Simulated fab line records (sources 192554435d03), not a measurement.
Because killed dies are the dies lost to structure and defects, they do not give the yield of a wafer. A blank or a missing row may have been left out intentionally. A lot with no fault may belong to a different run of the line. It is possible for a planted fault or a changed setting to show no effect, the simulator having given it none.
Chamber matching / flow n5 finfet / 4 sister chambers for N5_BEOL_M8_STRIP_19 on rie diel-01
The step strips in O2. 18 wafers are shown with their chamber, then 9 later ones without.

== WAFERS, EACH WITH ITS CHAMBER ==
wafer=L082.1; chamber=2; showerhead plenum p Torr (Torr)=2.03; drypump motor current A (A)=5.1; throttle valve pct (%)=16.32
wafer=L082.4; chamber=3; showerhead plenum p Torr (Torr)=2.23; drypump motor current A (A)=6.5; throttle valve pct (%)=16.93
wafer=L082.6; chamber=0; showerhead plenum p Torr (Torr)=2.02; drypump motor current A (A)=5.6; throttle valve pct (%)=16.55
wafer=L087.3; chamber=3; showerhead plenum p Torr (Torr)=2.22; drypump motor current A (A)=6.5; throttle valve pct (%)=16.92
wafer=L087.4; chamber=0; showerhead plenum p Torr (Torr)=2.02; drypump motor current A (A)=5.6; throttle valve pct (%)=16.56
wafer=L087.5; chamber=1; showerhead plenum p Torr (Torr)=2.05; drypump motor current A (A)=5.8; throttle valve pct (%)=16.66
wafer=L089.1; chamber=2; showerhead plenum p Torr (Torr)=2.02; drypump motor current A (A)=5.1; throttle valve pct (%)=16.34
wafer=L089.2; chamber=0; showerhead plenum p Torr (Torr)=2.02; drypump motor current A (A)=5.6; throttle valve pct (%)=16.57
wafer=L089.4; chamber=3; showerhead plenum p Torr (Torr)=2.22; drypump motor current A (A)=6.5; throttle valve pct (%)=16.93
wafer=L086.2; chamber=2; showerhead plenum p Torr (Torr)=2.02; drypump motor current A (A)=5.1; throttle valve pct (%)=16.35
wafer=L086.4; chamber=1; showerhead plenum p Torr (Torr)=2.05; drypump motor current A (A)=5.8; throttle valve pct (%)=16.65
wafer=L086.5; chamber=1; showerhead plenum p Torr (Torr)=2.05; drypump motor current A (A)=5.8; throttle valve pct (%)=16.64
wafer=L090.1; chamber=2; showerhead plenum p Torr (Torr)=2.02; drypump motor current A (A)=5.1; throttle valve pct (%)=16.37
wafer=L090.4; chamber=3; showerhead plenum p Torr (Torr)=2.22; drypump motor current A (A)=6.5; throttle valve pct (%)=16.96
wafer=L090.6; chamber=3; showerhead plenum p Torr (Torr)=2.22; drypump motor current A (A)=6.6; throttle valve pct (%)=16.96
wafer=L092.2; chamber=3; showerhead plenum p Torr (Torr)=2.22; drypump motor current A (A)=6.5; throttle valve pct (%)=16.98
wafer=L092.3; chamber=1; showerhead plenum p Torr (Torr)=2.04; drypump motor current A (A)=5.9; throttle valve pct (%)=16.67
wafer=L092.5; chamber=3; showerhead plenum p Torr (Torr)=2.22; drypump motor current A (A)=6.4; throttle valve pct (%)=16.95

SIGNATURES (averages over the wafers above)
reading=showerhead plenum p Torr; chamber 0=2.0200; chamber 1=2.0475; chamber 2=2.0225; chamber 3=2.2214; scatter within a chamber=0.0041
reading=drypump motor current A; chamber 0=5.600; chamber 1=5.825; chamber 2=5.100; chamber 3=6.500; scatter within a chamber=0.0443
reading=throttle valve pct; chamber 0=16.5600; chamber 1=16.6550; chamber 2=16.3450; chamber 3=16.9471; scatter within a chamber=0.0184
Rule: a wafer's distance from a chamber is the root of the sum, over the readings, of the square of ((its reading less the chamber's mean) divided by the reading's scatter). The wafer belongs to the nearest chamber; if the next one is less than 2 further off, it can't be placed. The scatter: the root of (the sum of the squares of (reading less its chamber's mean) over the shown wafers, divided by (wafers less chambers)).

== WAFERS MISSING THEIR CHAMBER ==
wafer=L093.2; showerhead plenum p Torr (Torr)=2.04; drypump motor current A (A)=5.8; throttle valve pct (%)=16.69
wafer=L093.4; showerhead plenum p Torr (Torr)=2.02; drypump motor current A (A)=5.1; throttle valve pct (%)=16.38
wafer=L093.6; showerhead plenum p Torr (Torr)=2.04; drypump motor current A (A)=5.9; throttle valve pct (%)=16.70
wafer=L095.1; showerhead plenum p Torr (Torr)=2.04; drypump motor current A (A)=5.8; throttle valve pct (%)=16.71
wafer=L095.3; showerhead plenum p Torr (Torr)=2.02; drypump motor current A (A)=5.1; throttle valve pct (%)=16.36
wafer=L095.4; showerhead plenum p Torr (Torr)=2.02; drypump motor current A (A)=5.1; throttle valve pct (%)=16.40
wafer=L096.1; showerhead plenum p Torr (Torr)=2.22; drypump motor current A (A)=6.5; throttle valve pct (%)=17.00
wafer=L096.3; showerhead plenum p Torr (Torr)=2.02; drypump motor current A (A)=5.1; throttle valve pct (%)=16.38
wafer=L096.4; showerhead plenum p Torr (Torr)=2.04; drypump motor current A (A)=5.8; throttle valve pct (%)=16.70

== CHAMBER TAKEN BY EACH ==
wafer=L093.2; from the rows above=1; in truth=1
wafer=L093.4; from the rows above=2; in truth=2
wafer=L093.6; from the rows above=1; in truth=1
wafer=L095.1; from the rows above=1; in truth=1
wafer=L095.3; from the rows above=2; in truth=2
wafer=L095.4; from the rows above=2; in truth=2
wafer=L096.1; from the rows above=3; in truth=3
wafer=L096.3; from the rows above=2; in truth=2
wafer=L096.4; from the rows above=1; in truth=1
Placed correctly: 9 of 9. Can't be placed from these rows: 0. Number placed wrongly: 0.
